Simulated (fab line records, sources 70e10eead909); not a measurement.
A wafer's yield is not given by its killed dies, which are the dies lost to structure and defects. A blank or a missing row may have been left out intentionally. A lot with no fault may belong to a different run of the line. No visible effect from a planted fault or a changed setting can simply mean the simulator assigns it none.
A lot that was struck, set against a sound lot    flow nand_harc    40 steps out of a route of 1302
Sound: wafers L560.1, L560.5, L560.6. Struck: wafer L578.5. (L578.1, L578.3 of the same lot were not struck and are left out.) The cause comes at the end.
Each step with rows lists, per side, the tool, then ch with its chambers, then its first start. Under that, the readings that differ: sound wafers    struck wafers    difference of the means    sigmas: that difference in standard deviations of wafers without a fault.
alike: readings whose means differ by less than 2 such deviations, and words and numbers that are the same on both sides. not compared: withheld readings, readings that some wafer has no value for, bounds like >300 that may hide the same value, and numbers for which the record gives no deviation and whose values overlap.
The two part at a step that has a row with sigmas, a row that says differs or no value, or rows on one side only. When numbers do not overlap yet have no deviation, they are printed without sigmas and do not part them. Lack of a reading on every wafer of one side parts them only where that side has two or more wafers.

first, 3 steps without rows for these wafers: NHARC_A_CONTACT_ETCH_30 (etches the open film in CF4/CHF3, target depth 72.6 nm, time 36.3 s); NHARC_A_CONTACT_ETCH_31 (etches the open film in O2/COS, target depth 2800 nm, time 728 s); NHARC_A_CONTACT_ETCH_134 (etches the open film in C4F8/O2/Ar, time 140 s, target depth 700 nm).
NHARC_A_CONTACT_ETCH_135: etches the open film in C4F8/O2/Ar, time 311 s, target depth 1912 nm.
  sound on har_cap_etch-03 ch 0,1, day 22 17:25; struck on har_cap_etch-03 ch 0, day 29 17:41
  alike: chamber_pressure_mTorr
  not compared: rf_hours_counter_h
then, 4 steps without rows for these wafers: NHARC_A_CONTACT_ETCH_136 (etches the open film in C4F8/O2/Ar, time 311 s, target depth 1912 nm); NHARC_A_CONTACT_ETCH_137 (etches the open film in C4F8/O2/Ar, time 311 s, target depth 1912 nm); NHARC_A_CONTACT_ETCH_138 (etches the open film in C4F8/O2/Ar, time 311 s, target depth 1914 nm); NHARC_A_CONTACT_ETCH_139 (etches the open film in C4F8/O2/Ar, time 195 s, target depth 840 nm).
NHARC_A_CONTACT_ETCH_92: etches the open film in CH3F/O2, target depth 40 nm, time 85.7 s.
  sound on rie_diel-08 ch 0,1,2, day 22 19:04; struck on rie_diel-08 ch 0, day 29 19:17
reading                sound              struck  difference  sigmas
oes_product_au (a.u.)  0.919 0.933 0.932  1.004   +0.076      +4
  alike: ch3f_flow_sccm, chamber_pressure_mTorr, drypump_motor_current_A, rf_vpp_V, showerhead_plenum_p_Torr, throttle_valve_pct
  not compared: rf_hours_counter_h
NHARC_A_CONTACT_ETCH_98: etches the open film in C4F6/O2, target depth 20 nm, time 10 s.
  sound: rie_diel-08 ch 1,2; struck: rie_diel-08 ch 1
reading                sound              struck  difference  sigmas
oes_product_au (a.u.)  0.935 0.958 0.951  1.004   +0.056      +3
  alike: chamber_pressure_mTorr, drypump_motor_current_A, rf_vpp_V, showerhead_plenum_p_Torr, throttle_valve_pct
  not compared: rf_hours_counter_h
NHARC_A_CONTACT_CD_MEAS_15:
  struck on cd_sem-02, day 29 19:31; sound on cd_sem-02, day 22 19:15
  alike: cd_nm
then, 1 step without rows for these wafers: NHARC_A_CONTACT_STRIP_107 (strips in N2/H2).
NHARC_A_CONTACT_STRIP_108: strips in CF4/CHF3.
  sound on rie_diel-09 ch 0,1,2, day 22 19:25; struck on rie_diel-08 ch 0,1,2, day 29 19:41
then, 5 steps without rows for these wafers: NHARC_A_CONTACT_STRIP_109 (strips in O2/COS); NHARC_A_CONTACT_ETCH_110 (etches the open film in CF4/O2, target depth 60 nm, overetch 6 nm, time 33 s); NHARC_A_CONTACT_STRIP_26 (strips in O2); NHARC_A_CONTACT_STRIP_27 (strips in post etch residue remover, time 600 s); NHARC_A_CONTACT_ALD_18 (deposits TiN, target thk 3 nm, pulse time 1 s, ald cycles 150).
NHARC_A_CONTACT_CVD_19: deposits W, target thk 300 nm, time 802 s.
  sound: cvd_w-01 ch 0,1; struck: cvd_w-02 ch 0
  alike: heater_power_w, throttle_valve_pct
NHARC_A_CONTACT_CMP_20: polishes, t overpolish 30 s, target thk 300 nm.
  sound on cmp-02 ch 0,1,3, day 22 21:21; struck on cmp-03 ch 3, day 29 21:34
reading                 sound     struck  difference  sigmas
time_to_endpoint_s (s)  58 65 56  50      -10         -2
  alike: motor_current_A, overpolish_run_s, slurry_filter_dp_kPa
then, 11 steps without rows for these wafers: NHARC_A_CONTACT_SRD_22; NHARC_A_BLC_DEHYDRATE_00 (time 120 s); NHARC_A_BLC_HMDS_01 (time 30 s); NHARC_A_BLC_COAT_02 (time 75 s); NHARC_A_BLC_COAT_03 (time 65 s); NHARC_A_BLC_COAT_04 (resist thk 90 nm); NHARC_A_BLC_SOFTBAKE_05 (time 55 s); NHARC_A_BLC_EBR_06; NHARC_A_BLC_EXPOSE_07 (exposes mask A BLC, target cd 100 nm); NHARC_A_BLC_PEB_08 (peb time 65 s); NHARC_A_BLC_DEVELOP_09 (develop time 35 s).
NHARC_A_BLC_CD_MEAS_10 targets a cd of 100 nm.
  sound on cd_sem-02 ch 0, day 22 22:04; struck on cd_sem-02 ch 0, day 29 22:27
  alike: cd_nm
NHARC_A_BLC_OVL_MEAS_11:
  struck on overlay-02, day 29 22:32; sound on overlay-01, day 22 22:08
  alike: overlay_x_nm, overlay_y_nm
then, 4 steps without rows for these wafers: NHARC_A_BLC_DESCUM_15 (chemistry O2, time 3 s); NHARC_A_BLC_ETCH_16 (etches the open film in CF4, target depth 39 nm, time 65 s); NHARC_A_BLC_ETCH_17 (etches the open film in N2/H2, target depth 390 nm, time 609.38 s); NHARC_A_BLC_ETCH_18 (etches the open film in C4F8/O2/Ar, target depth 910 nm).
NHARC_A_BLC_CD_MEAS_19:
  struck on cd_sem-02, day 29 23:36; sound on cd_sem-02, day 22 23:12
  alike: cd_nm
then, 1 step without rows for these wafers: NHARC_A_BLC_STRIP_29 (strips in CF4).
NHARC_END_SORT_01:
  sound on prober-02 ch 0, day 24 16:50; struck on prober-02 ch 0, day 31 21:24
reading          sound     struck  difference  sigmas
killed_at_array  29 28 47  117     +82         +4
killed_dies      35 36 52  120     +79         +4
  alike: killed_at_other, killed_at_periphery, killed_open, killed_short

## WHERE THEY PART
Earliest at NHARC_A_CONTACT_ETCH_92; latest, in this record, at NHARC_END_SORT_01.

WHY: whatever the simulator had introduced
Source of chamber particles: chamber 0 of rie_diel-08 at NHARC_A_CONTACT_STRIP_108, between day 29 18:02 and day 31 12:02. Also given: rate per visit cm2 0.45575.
